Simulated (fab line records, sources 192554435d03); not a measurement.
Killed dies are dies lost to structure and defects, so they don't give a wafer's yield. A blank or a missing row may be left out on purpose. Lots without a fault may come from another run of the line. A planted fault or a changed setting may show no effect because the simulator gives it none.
Chamber matching | flow n5_finfet | N5_BEOL_M1_ALD_84 on ald_metal-01: 4 sister chambers
The step deposits TaN, pulse time 2 s, purge time 3 s, co reactant purge time 2 s. 18 wafers are shown with their chamber, then 9 later ones without.

WAFERS WITH THEIR CHAMBER
wafer  | chamber | heater_power_w (W) | mfc_carrier_sccm (sccm)
L076.3 | 1       | 387                | 1498
L076.5 | 2       | 380                | 1500
L076.6 | 1       | 393                | 1492
L079.2 | 0       | 472                | 1500
L079.3 | 2       | 387                | 1501
L079.6 | 3       | 443                | 1500
L081.1 | 1       | 394                | 1500
L081.3 | 0       | 466                | 1499
L081.6 | 1       | 384                | 1507
L084.1 | 3       | 454                | 1504
L084.4 | 0       | 469                | 1503
L084.6 | 0       | 464                | 1504
L086.1 | 2       | 380                | 1498
L086.2 | 1       | 397                | 1505
L086.3 | 3       | 461                | 1504
L087.1 | 3       | 455                | 1494
L087.4 | 1       | 386                | 1499
L087.5 | 2       | 375                | 1503

SIGNATURES (means of the wafers above)
reading          | chamber 0 | chamber 1 | chamber 2 | chamber 3 | scatter within a chamber
heater_power_w   | 467.75    | 390.17    | 380.50    | 453.25    | 5.43
mfc_carrier_sccm | 1501.50   | 1500.17   | 1500.50   | 1500.50   | 4.14
Rule: a wafer's distance from a chamber is the root of the sum, over the readings, of the square of ((its reading less the chamber's mean) divided by the reading's scatter). The wafer belongs to the nearest chamber; if the next one is less than 2 further off, it can't be placed. The scatter: the root of (the sum of the squares of (reading less its chamber's mean) over the shown wafers, divided by (wafers less chambers)).

WAFERS WITHOUT THEIR CHAMBER
wafer  | heater_power_w (W) | mfc_carrier_sccm (sccm)
L089.3 | 401                | 1498
L089.4 | 439                | 1501
L089.6 | 381                | 1500
L090.2 | 398                | 1502
L090.4 | 381                | 1507
L090.6 | 450                | 1500
L097.2 | 446                | 1495
L097.3 | 461                | 1508
L097.5 | 474                | 1505

WHICH CHAMBER EACH WENT THROUGH
wafer  | from the rows above     | in truth
L089.3 | can't be placed: 1 or 2 | 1
L089.4 | 3                       | 3
L089.6 | can't be placed: 2 or 1 | 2
L090.2 | can't be placed: 1 or 2 | 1
L090.4 | can't be placed: 2 or 1 | 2
L090.6 | 3                       | 3
L097.2 | 3                       | 3
L097.3 | can't be placed: 0 or 3 | 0
L097.5 | 0                       | 0
Placed correctly: 4 of 9. Can't be placed from these rows: 5 (the true chamber is among the candidates in 5). Placed wrongly: 0.
